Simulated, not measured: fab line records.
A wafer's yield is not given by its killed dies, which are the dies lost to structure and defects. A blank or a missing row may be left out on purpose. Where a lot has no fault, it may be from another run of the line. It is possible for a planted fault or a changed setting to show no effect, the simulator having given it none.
fab line records	flow n5_finfet	part 1 of 2: steps 1 to 29 of 38
[record] lots = 5	wafers = 15	last_day = 17
route steps=1938 shown BEOL_M4@1073
lots with no fault: from the same line, run without faults
start_h: hours from the record's first day to the start of the lot's first wafer shown	wait_h: how many hours have passed since the lot's step before this one	" identical to the entry in the row above	L1.1+2: one row covering several wafers at once	- no value present, or no start provided	* or withheld: withheld	< > ~ a bound
route shown NAME@n: NAME is a module with steps in the file, n the number in the route of the first one	usual: mean/standard deviation taken from wafers without a fault	same: alike in all rows	chamber/n: place in a boat	sites: the reading at each site	_std_site: their standard deviation	_edge_site: outer sites' mean less inner sites'	radius_mm: how far each site lies from the wafer's centre	mask NAME#n: copy n	behind: tool/chamber where the wafer was last shaped	hold: the reason the lot was held/the length of the hold in hours/how it ended	device: whichever transistor did not switch (one of n, p or np)	end of line: the route-end tests of the same wafers	for a step that has no rows: nothing shown but its recipe	killed: dies that structure and defects cost at the first sort, which is not the same as the wafer's yield	map: per-die view of a wafer (x killed, . not killed, _ where there is no die)
set.NAME: the setting as run; set.NAME@STEP: as run at that earlier step	model.NAME: the simulator's own value behind a step, which no gauge read
lots at some steps of the route; a table a step, a row a wafer
services: a tool's chamber out of use, with start hour (start_h, from the record's first day; less than 0 if before it), hours out, and reason
[[steps]]
[step N5_BEOL_M4_OCD_MEAS_38]
[usual] trench_depth_nm = 54.9/1.4
lot.wafer	tool	chamber	start_h	wait_h	trench_depth_nm
L082.1	ocd-01	-	214.49	-	53.9
L082.3	"	-	"	"	52.9
L082.4	"	-	"	"	57.2
L084.2	ocd-02	-	234.70	-	53.4
L084.4	"	-	"	"	53.5
L084.5	"	-	"	"	56.2
L090.2	ocd-01	-	268.69	-	57.2
L090.3	"	-	"	"	56.5
L090.5	"	-	"	"	53.1
L093.2	ocd-01	-	274.91	-	55.5
L093.3	"	-	"	"	52.7
L093.6	"	-	"	"	53.6
L094.1	ocd-01	-	280.12	-	54.6
L094.3	"	-	"	"	55.6
L094.4	"	-	"	"	56.0
[step N5_BEOL_M4_HM_STRIP_39]
[recipe] chemistry = peroxide_tin_strip	material = TiN	target_depth_a = 250	temp_c = 50	time_s = 158
lot.wafer	tool	chamber	start_h	wait_h
L082.1+3+4	wet_bench-03	5,0,4	214.52	0.0
L084.2+4+5	wet_bench-05	7,5,2	234.73	0.0
L090.2+3+5	wet_bench-03	2,6,1	268.72	0.0
L093.2+3+6	wet_bench-04	3,5,4	274.94	0.0
L094.1+3+4	wet_bench-04	6,3,1	280.15	0.0
[step N5_BEOL_M4_SRD_40]
[recipe] time_s = 30	temp_c = 23	rinse_liquid = diw	dry = ipa_marangoni
lot.wafer	tool	chamber	start_h	wait_h
L082.1+3+4	wet_bench-03	5,0,4	214.57	0.0
L084.2+4+5	wet_bench-05	7,5,2	234.77	0.0
L090.2+3+5	wet_bench-03	2,6,1	268.77	0.0
L093.2+3+6	wet_bench-04	3,5,4	274.99	0.0
L094.1+3+4	wet_bench-04	6,3,1	280.19	0.0
[step N5_BEOL_M4_PRECLEAN_42]
[recipe] chemistry = residue_remover	time_s = 60	temp_c = 40
lot.wafer	tool	chamber	start_h	wait_h
L082.1+3+4	wet_bench-03	5,0,4	214.59	0.0
L084.2+4+5	wet_bench-05	7,5,2	234.79	0.0
L090.2+3+5	wet_bench-03	2,6,1	268.78	0.0
L093.2+3+6	wet_bench-04	3,5,4	275.01	0.0
L094.1+3+4	wet_bench-04	6,3,1	280.21	0.0
[step N5_BEOL_M4_SRD_43]
[recipe] time_s = 30	temp_c = 23	rinse_liquid = diw	dry = ipa_marangoni
lot.wafer	tool	chamber	start_h	wait_h
L082.1+3+4	wet_bench-03	5,0,4	214.60	0.0
L084.2+4+5	wet_bench-05	7,5,2	234.81	0.0
L090.2+3+5	wet_bench-03	2,6,1	268.80	0.0
L093.2+3+6	wet_bench-04	3,5,4	275.02	0.0
L094.1+3+4	wet_bench-04	6,3,1	280.23	0.0
[step N5_BEOL_M4_CD_MEAS_35]
[recipe] target_cd_nm = 18	target_cd_y_nm = 22.4	polarity = opening
[usual] cd_nm = 18.0/0.41
lot.wafer	tool	chamber	start_h	wait_h	cd_nm
L082.1	cd_sem-02	-	214.64	0.0	17.9
L082.3	"	-	"	"	17.1
L082.4	"	-	"	"	18.0
L084.2	cd_sem-02	-	234.85	0.0	17.6
L084.4	"	-	"	"	17.9
L084.5	"	-	"	"	17.8
L090.2	cd_sem-02	-	268.84	0.0	18.1
L090.3	"	-	"	"	18.5
L090.5	"	-	"	"	17.7
L093.2	cd_sem-03	-	275.07	0.0	17.2
L093.3	"	-	"	"	18.3
L093.6	"	-	"	"	17.2
L094.1	cd_sem-01	-	280.27	0.0	18.4
L094.3	"	-	"	"	18.5
L094.4	"	-	"	"	17.9
[step N5_BEOL_M4_DEGAS_44]
[recipe] ambient = vacuum	temp_c = 250	time_s = 60
[usual] heater_power_w = 341/47
lot.wafer	tool	chamber	start_h	wait_h	heater_power_w
L082.1	pvd_sputter-02	-	214.87	0.2	407
L082.3	"	-	"	"	306
L082.4	"	-	"	"	283
L084.2	pvd_sputter-01	-	235.01	0.2	352
L084.4	"	-	"	"	310
L084.5	"	-	"	"	349
L090.2	pvd_sputter-02	-	268.89	0.0	357
L090.3	"	-	"	"	303
L090.5	"	-	"	"	366
L093.2	pvd_sputter-01	-	275.21	0.1	298
L093.3	"	-	"	"	355
L093.6	"	-	"	"	295
L094.1	pvd_sputter-03	-	280.53	0.3	312
L094.3	"	-	"	"	314
L094.4	"	-	"	"	298
[step N5_BEOL_M4_PRE_CLEAN_45]
[recipe] gas = H2/He	time_s = 30	temp_c = 250
[usual] heater_power_w = 341/47
lot.wafer	tool	chamber	start_h	wait_h	heater_power_w
L082.1	pvd_sputter-02	-	214.91	0.0	410
L082.3	"	-	"	"	307
L082.4	"	-	"	"	277
L084.2	pvd_sputter-01	-	235.05	0.0	357
L084.4	"	-	"	"	302
L084.5	"	-	"	"	343
L090.2	pvd_sputter-02	-	268.93	0.0	348
L090.3	"	-	"	"	309
L090.5	"	-	"	"	361
L093.2	pvd_sputter-01	-	275.25	0.0	301
L093.3	"	-	"	"	355
L093.6	"	-	"	"	310
L094.1	pvd_sputter-03	-	280.57	0.0	317
L094.3	"	-	"	"	314
L094.4	"	-	"	"	304
[step N5_BEOL_M4_ALD_84]
[recipe] material = TaN	target_thk_a = *	temp_c = 275	ald_precursor_family = PDMAT	ald_co_reactant = NH3	pressure_torr = 3	carrier_flow_sccm = 1500	pulse_time_s = 2	purge_time_s = 3	co_reactant_purge_time_s = 2	co_reactant_pulse_time_s = 3	ald_cycles = 30	precursor_vessel_temp_c = 75	precursor_vessel_pressure_torr = 26.25	precursor_vessel_carrier_sccm = 1000
[usual] heater_power_w = 434/55
[same] ald_cycles = 30	purge_time_s = 3
lot.wafer	tool	chamber	start_h	wait_h	heater_power_w
L082.1	ald_metal-02	3	215.09	0.2	377
L082.3	"	2	"	"	405
L082.4	"	0	"	"	503
L084.2	ald_metal-03	3	235.11	0.0	325
L084.4	"	2	"	"	398
L084.5	"	2	"	"	394
L090.2	ald_metal-02	2	268.99	0.0	419
L090.3	"	1	"	"	538
L090.5	"	0	"	"	494
L093.2	ald_metal-04	2	275.31	0.0	466
L093.3	"	3	"	"	423
L093.6	"	3	"	"	424
L094.1	ald_metal-04	1	280.63	0.0	449
L094.3	"	2	"	"	471
L094.4	"	0	"	"	372
[step N5_BEOL_M4_SURFACE_TREAT_85]
[recipe] gas = Ar	time_s = *	ion_energy_ev = *	ion_current_ma_cm2 = 0.5	pressure_mtorr = *	ar_flow_sccm = 30
[usual] throttle_valve_pct = *
lot.wafer	tool	chamber	start_h	wait_h	throttle_valve_pct
L082.1	pvd_sputter-01	-	215.32	0.1	*
L082.3	"	-	"	"	*
L082.4	"	-	"	"	*
L084.2	pvd_sputter-03	-	235.36	0.1	*
L084.4	"	-	"	"	*
L084.5	"	-	"	"	*
L090.2	pvd_sputter-02	-	269.63	0.5	*
L090.3	"	-	"	"	*
L090.5	"	-	"	"	*
L093.2	pvd_sputter-03	-	275.70	0.3	*
L093.3	"	-	"	"	*
L093.6	"	-	"	"	*
L094.1	pvd_sputter-02	-	280.91	0.2	*
L094.3	"	-	"	"	*
L094.4	"	-	"	"	*
[step N5_BEOL_M4_CVD_47]
[recipe] material = Co	target_thk_a = 30	temp_c = withheld	precursor = CCTBA/H2	pressure_torr = 30	time_s = 223.8
lot.wafer	tool	chamber	start_h	wait_h
L082.1+3+4	cvd_co-02	0,1,1	215.49	0.2
L084.2+4+5	cvd_co-01	1,0,1	235.47	0.1
L090.2+3+5	cvd_co-01	0,1,1	269.92	0.3
L093.2+3+6	cvd_co-01	1,2,0	276.04	0.3
L094.1+3+4	cvd_co-02	1,2,2	280.99	0.1
[step N5_BEOL_M4_SPUTTER_48]
[recipe] material = Cu	target_thk_a = 45	temp_c = -20	chamber_pressure_pa = 0.07	power_w = withheld	time_s = 8.29
[usual] throttle_valve_pct = 30.4/0.96
lot.wafer	tool	chamber	start_h	wait_h	throttle_valve_pct
L082.1	pvd_sputter-02	-	215.76	0.2	30.8
L082.3	"	-	"	"	29.6
L082.4	"	-	"	"	29.8
L084.2	pvd_sputter-02	-	235.63	0.1	29.6
L084.4	"	-	"	"	29.7
L084.5	"	-	"	"	29.7
L090.2	pvd_sputter-01	-	270.93	0.9	29.2
L090.3	"	-	"	"	28.6
L090.5	"	-	"	"	28.6
L093.2	pvd_sputter-01	-	279.84	3.7	30.2
L093.3	"	-	"	"	28.7
L093.6	"	-	"	"	29.3
L094.1	pvd_sputter-03	-	281.21	0.1	30.8
L094.3	"	-	"	"	30.8
L094.4	"	-	"	"	31.3
[step N5_BEOL_M4_ANNEAL_49]
[recipe] temp_c = 400	time_s = 240	ambient = vacuum
[usual] heater_power_w = 845/100
lot.wafer	tool	chamber	start_h	wait_h	heater_power_w
L082.1	pvd_sputter-02	-	215.84	0.0	984
L082.3	"	-	"	"	743
L082.4	"	-	"	"	902
L084.2	pvd_sputter-02	-	235.71	0.0	889
L084.4	"	-	"	"	681
L084.5	"	-	"	"	904
L090.2	pvd_sputter-01	-	271.01	0.0	875
L090.3	"	-	"	"	753
L090.5	"	-	"	"	782
L093.2	pvd_sputter-01	-	279.92	0.0	1138
L093.3	"	-	"	"	759
L093.6	"	-	"	"	861
L094.1	pvd_sputter-03	-	281.29	0.0	894
L094.3	"	-	"	"	723
L094.4	"	-	"	"	798
[step N5_BEOL_M4_SPUTTER_79]
[recipe] material = Cu	target_thk_a = 45	temp_c = -20	chamber_pressure_pa = 0.07	power_w = withheld	time_s = 8.29
[usual] throttle_valve_pct = 30.4/0.97
lot.wafer	tool	chamber	start_h	wait_h	throttle_valve_pct
L082.1	pvd_sputter-02	-	215.98	0.1	30.6
L082.3	"	-	"	"	29.4
L082.4	"	-	"	"	29.6
L084.2	pvd_sputter-02	-	235.85	0.1	29.9
L084.4	"	-	"	"	29.7
L084.5	"	-	"	"	29.6
L090.2	pvd_sputter-01	-	271.15	0.1	29.6
L090.3	"	-	"	"	28.4
L090.5	"	-	"	"	28.3
L093.2	pvd_sputter-01	-	280.06	0.1	30.2
L093.3	"	-	"	"	28.4
L093.6	"	-	"	"	29.4
L094.1	pvd_sputter-03	-	281.43	0.1	30.7
L094.3	"	-	"	"	30.5
L094.4	"	-	"	"	31.4
[step N5_BEOL_M4_ANNEAL_80]
[recipe] temp_c = 400	time_s = 240	ambient = vacuum
[usual] heater_power_w = 843/100
lot.wafer	tool	chamber	start_h	wait_h	heater_power_w
L082.1	pvd_sputter-02	-	216.06	0.0	1018
L082.3	"	-	"	"	770
L082.4	"	-	"	"	901
L084.2	pvd_sputter-02	-	235.93	0.0	870
L084.4	"	-	"	"	706
L084.5	"	-	"	"	901
L090.2	pvd_sputter-01	-	271.23	0.0	852
L090.3	"	-	"	"	759
L090.5	"	-	"	"	752
L093.2	pvd_sputter-01	-	280.14	0.0	1121
L093.3	"	-	"	"	744
L093.6	"	-	"	"	836
L094.1	pvd_sputter-03	-	281.51	0.0	878
L094.3	"	-	"	"	743
L094.4	"	-	"	"	787
[step N5_BEOL_M4_SPUTTER_81]
[recipe] material = Cu	target_thk_a = 45	temp_c = -20	chamber_pressure_pa = 0.07	power_w = withheld	time_s = 8.29
[usual] throttle_valve_pct = 30.4/0.97
lot.wafer	tool	chamber	start_h	wait_h	throttle_valve_pct
L082.1	pvd_sputter-02	-	216.20	0.1	30.8
L082.3	"	-	"	"	29.6
L082.4	"	-	"	"	29.8
L084.2	pvd_sputter-02	-	236.07	0.1	29.7
L084.4	"	-	"	"	29.6
L084.5	"	-	"	"	29.7
L090.2	pvd_sputter-01	-	271.37	0.1	29.6
L090.3	"	-	"	"	28.3
L090.5	"	-	"	"	28.4
L093.2	pvd_sputter-01	-	280.28	0.1	30.3
L093.3	"	-	"	"	28.4
L093.6	"	-	"	"	29.6
L094.1	pvd_sputter-03	-	281.65	0.1	30.8
L094.3	"	-	"	"	30.8
L094.4	"	-	"	"	31.4
[step N5_BEOL_M4_ANNEAL_82]
[recipe] temp_c = 400	time_s = 240	ambient = vacuum
[usual] heater_power_w = 844/100
lot.wafer	tool	chamber	start_h	wait_h	heater_power_w
L082.1	pvd_sputter-02	-	216.28	0.0	977
L082.3	"	-	"	"	771
L082.4	"	-	"	"	881
L084.2	pvd_sputter-02	-	236.15	0.0	913
L084.4	"	-	"	"	693
L084.5	"	-	"	"	865
L090.2	pvd_sputter-01	-	271.45	0.0	870
L090.3	"	-	"	"	758
L090.5	"	-	"	"	759
L093.2	pvd_sputter-01	-	280.36	0.0	1109
L093.3	"	-	"	"	774
L093.6	"	-	"	"	850
L094.1	pvd_sputter-03	-	281.73	0.0	877
L094.3	"	-	"	"	758
L094.4	"	-	"	"	795
[step N5_BEOL_M4_SPUTTER_86]
[recipe] material = Cu	target_thk_a = 45	temp_c = -20	chamber_pressure_pa = 0.07	power_w = withheld	time_s = 8.29
[usual] throttle_valve_pct = 30.4/0.97
lot.wafer	tool	chamber	start_h	wait_h	throttle_valve_pct
L082.1	pvd_sputter-02	-	216.42	0.1	30.8
L082.3	"	-	"	"	29.8
L082.4	"	-	"	"	29.7
L084.2	pvd_sputter-02	-	236.29	0.1	29.8
L084.4	"	-	"	"	29.9
L084.5	"	-	"	"	30.0
L090.2	pvd_sputter-01	-	271.59	0.1	29.6
L090.3	"	-	"	"	28.5
L090.5	"	-	"	"	28.4
L093.2	pvd_sputter-01	-	280.50	0.1	30.3
L093.3	"	-	"	"	28.1
L093.6	"	-	"	"	29.8
L094.1	pvd_sputter-03	-	281.87	0.1	30.8
L094.3	"	-	"	"	30.8
L094.4	"	-	"	"	31.3
[step N5_BEOL_M4_ANNEAL_87]
[recipe] temp_c = 400	time_s = 240	ambient = vacuum
[usual] heater_power_w = 847/100
lot.wafer	tool	chamber	start_h	wait_h	heater_power_w
L082.1	pvd_sputter-02	-	216.50	0.0	1018
L082.3	"	-	"	"	769
L082.4	"	-	"	"	889
L084.2	pvd_sputter-02	-	236.37	0.0	907
L084.4	"	-	"	"	706
L084.5	"	-	"	"	867
L090.2	pvd_sputter-01	-	271.67	0.0	856
L090.3	"	-	"	"	751
L090.5	"	-	"	"	765
L093.2	pvd_sputter-01	-	280.58	0.0	1130
L093.3	"	-	"	"	755
L093.6	"	-	"	"	868
L094.1	pvd_sputter-03	-	281.95	0.0	894
L094.3	"	-	"	"	755
L094.4	"	-	"	"	809
[step N5_BEOL_M4_SPUTTER_88]
[recipe] material = Cu	target_thk_a = 45	temp_c = -20	chamber_pressure_pa = 0.07	power_w = withheld	time_s = 8.29
[usual] throttle_valve_pct = 30.4/0.98
lot.wafer	tool	chamber	start_h	wait_h	throttle_valve_pct
L082.1	pvd_sputter-02	-	216.64	0.1	30.9
L082.3	"	-	"	"	29.9
L082.4	"	-	"	"	29.8
L084.2	pvd_sputter-02	-	236.51	0.1	29.5
L084.4	"	-	"	"	29.6
L084.5	"	-	"	"	29.8
L090.2	pvd_sputter-01	-	271.81	0.1	29.6
L090.3	"	-	"	"	28.5
L090.5	"	-	"	"	28.4
L093.2	pvd_sputter-01	-	280.72	0.1	30.3
L093.3	"	-	"	"	28.4
L093.6	"	-	"	"	29.4
L094.1	pvd_sputter-03	-	282.09	0.1	30.5
L094.3	"	-	"	"	30.7
L094.4	"	-	"	"	31.1
[step N5_BEOL_M4_ANNEAL_89]
[recipe] temp_c = 400	time_s = 240	ambient = vacuum
[usual] heater_power_w = 843/100
lot.wafer	tool	chamber	start_h	wait_h	heater_power_w
L082.1	pvd_sputter-02	-	216.72	0.0	1006
L082.3	"	-	"	"	783
L082.4	"	-	"	"	889
L084.2	pvd_sputter-02	-	236.59	0.0	909
L084.4	"	-	"	"	702
L084.5	"	-	"	"	879
L090.2	pvd_sputter-01	-	271.89	0.0	849
L090.3	"	-	"	"	763
L090.5	"	-	"	"	761
L093.2	pvd_sputter-01	-	280.80	0.0	1114
L093.3	"	-	"	"	740
L093.6	"	-	"	"	834
L094.1	pvd_sputter-03	-	282.17	0.0	886
L094.3	"	-	"	"	735
L094.4	"	-	"	"	798
[step N5_BEOL_M4_SPUTTER_90]
[recipe] material = Cu	target_thk_a = 45	temp_c = -20	chamber_pressure_pa = 0.07	power_w = withheld	time_s = 8.29
[usual] throttle_valve_pct = 30.4/0.96
lot.wafer	tool	chamber	start_h	wait_h	throttle_valve_pct
L082.1	pvd_sputter-02	-	216.86	0.1	31.0
L082.3	"	-	"	"	29.8
L082.4	"	-	"	"	29.7
L084.2	pvd_sputter-02	-	236.73	0.1	29.4
L084.4	"	-	"	"	29.7
L084.5	"	-	"	"	29.8
L090.2	pvd_sputter-01	-	272.03	0.1	29.9
L090.3	"	-	"	"	28.4
L090.5	"	-	"	"	28.4
L093.2	pvd_sputter-01	-	280.94	0.1	30.4
L093.3	"	-	"	"	28.6
L093.6	"	-	"	"	29.4
L094.1	pvd_sputter-03	-	282.31	0.1	30.9
L094.3	"	-	"	"	30.9
L094.4	"	-	"	"	31.3
[step N5_BEOL_M4_ANNEAL_91]
[recipe] temp_c = 400	time_s = 240	ambient = vacuum
[usual] heater_power_w = 844/100
lot.wafer	tool	chamber	start_h	wait_h	heater_power_w
L082.1	pvd_sputter-02	-	216.94	0.0	1005
L082.3	"	-	"	"	758
L082.4	"	-	"	"	902
L084.2	pvd_sputter-02	-	236.81	0.0	890
L084.4	"	-	"	"	696
L084.5	"	-	"	"	901
L090.2	pvd_sputter-01	-	272.11	0.0	890
L090.3	"	-	"	"	761
L090.5	"	-	"	"	773
L093.2	pvd_sputter-01	-	281.02	0.0	1127
L093.3	"	-	"	"	755
L093.6	"	-	"	"	847
L094.1	pvd_sputter-03	-	282.39	0.0	872
L094.3	"	-	"	"	766
L094.4	"	-	"	"	788
[step N5_BEOL_M4_SPUTTER_92]
[recipe] material = Cu	target_thk_a = 45	temp_c = -20	chamber_pressure_pa = 0.07	power_w = withheld	time_s = 8.29
[usual] throttle_valve_pct = 30.4/0.95
lot.wafer	tool	chamber	start_h	wait_h	throttle_valve_pct
L082.1	pvd_sputter-02	-	217.08	0.1	31.0
L082.3	"	-	"	"	29.5
L082.4	"	-	"	"	29.9
L084.2	pvd_sputter-02	-	236.95	0.1	29.9
L084.4	"	-	"	"	29.8
L084.5	"	-	"	"	30.0
L090.2	pvd_sputter-01	-	272.25	0.1	29.4
L090.3	"	-	"	"	28.7
L090.5	"	-	"	"	28.5
L093.2	pvd_sputter-01	-	281.16	0.1	30.4
L093.3	"	-	"	"	28.8
L093.6	"	-	"	"	29.5
L094.1	pvd_sputter-03	-	282.53	0.1	30.6
L094.3	"	-	"	"	30.5
L094.4	"	-	"	"	31.5
[step N5_BEOL_M4_ANNEAL_93]
[recipe] temp_c = 400	time_s = 240	ambient = vacuum
[usual] heater_power_w = 843/100
lot.wafer	tool	chamber	start_h	wait_h	heater_power_w
L082.1	pvd_sputter-02	-	217.16	0.0	992
L082.3	"	-	"	"	769
L082.4	"	-	"	"	880
L084.2	pvd_sputter-02	-	237.03	0.0	877
L084.4	"	-	"	"	704
L084.5	"	-	"	"	903
L090.2	pvd_sputter-01	-	272.33	0.0	865
L090.3	"	-	"	"	772
L090.5	"	-	"	"	751
L093.2	pvd_sputter-01	-	281.24	0.0	1130
L093.3	"	-	"	"	756
L093.6	"	-	"	"	840
L094.1	pvd_sputter-03	-	282.61	0.0	891
L094.3	"	-	"	"	746
L094.4	"	-	"	"	806
[step N5_BEOL_M4_SPUTTER_94]
[recipe] material = Cu	target_thk_a = 45	temp_c = -20	chamber_pressure_pa = 0.07	power_w = withheld	time_s = 8.29
[usual] throttle_valve_pct = 30.4/0.95
lot.wafer	tool	chamber	start_h	wait_h	throttle_valve_pct
L082.1	pvd_sputter-02	-	217.30	0.1	31.1
L082.3	"	-	"	"	29.4
L082.4	"	-	"	"	29.8
L084.2	pvd_sputter-02	-	237.17	0.1	29.7
L084.4	"	-	"	"	29.7
L084.5	"	-	"	"	29.9
L090.2	pvd_sputter-01	-	272.47	0.1	29.4
L090.3	"	-	"	"	28.6
L090.5	"	-	"	"	28.6
L093.2	pvd_sputter-01	-	281.38	0.1	30.4
L093.3	"	-	"	"	28.4
L093.6	"	-	"	"	29.2
L094.1	pvd_sputter-03	-	282.75	0.1	30.5
L094.3	"	-	"	"	30.7
L094.4	"	-	"	"	31.2
[step N5_BEOL_M4_ANNEAL_95]
[recipe] temp_c = 400	time_s = 240	ambient = vacuum
[usual] heater_power_w = 844/100
lot.wafer	tool	chamber	start_h	wait_h	heater_power_w
L082.1	pvd_sputter-02	-	217.38	0.0	1025
L082.3	"	-	"	"	770
L082.4	"	-	"	"	883
L084.2	pvd_sputter-02	-	237.25	0.0	894
L084.4	"	-	"	"	712
L084.5	"	-	"	"	872
L090.2	pvd_sputter-01	-	272.55	0.0	875
L090.3	"	-	"	"	766
L090.5	"	-	"	"	775
L093.2	pvd_sputter-01	-	281.46	0.0	1130
L093.3	"	-	"	"	751
L093.6	"	-	"	"	877
L094.1	pvd_sputter-03	-	282.83	0.0	866
L094.3	"	-	"	"	758
L094.4	"	-	"	"	758
[step N5_BEOL_M4_SPUTTER_96]
[recipe] material = Cu	target_thk_a = 45	temp_c = -20	chamber_pressure_pa = 0.07	power_w = withheld	time_s = 8.29
[usual] throttle_valve_pct = 30.4/0.95
lot.wafer	tool	chamber	start_h	wait_h	throttle_valve_pct
L082.1	pvd_sputter-02	-	217.52	0.1	31.0
L082.3	"	-	"	"	29.6
L082.4	"	-	"	"	29.6
L084.2	pvd_sputter-02	-	237.39	0.1	29.8
L084.4	"	-	"	"	29.8
L084.5	"	-	"	"	29.8
L090.2	pvd_sputter-01	-	272.69	0.1	29.4
L090.3	"	-	"	"	28.4
L090.5	"	-	"	"	28.8
L093.2	pvd_sputter-01	-	281.60	0.1	30.3
L093.3	"	-	"	"	28.2
L093.6	"	-	"	"	29.5
L094.1	pvd_sputter-03	-	282.97	0.1	30.5
L094.3	"	-	"	"	30.8
L094.4	"	-	"	"	31.4
[step N5_BEOL_M4_ECD_50]
[recipe] material = Cu	target_thk_a = 3000
lot.wafer	tool	chamber	start_h	wait_h
L082.1+3+4	ecd_cu-01	1,1,0	217.63	0.1
L084.2+4+5	ecd_cu-01	0,1,1	237.50	0.1
L090.2+3+5	ecd_cu-01	0	272.86	0.1
L093.2+3+6	ecd_cu-01	1,0,1	281.71	0.1
L094.1+3+4	ecd_cu-02	0,1,0	283.08	0.1
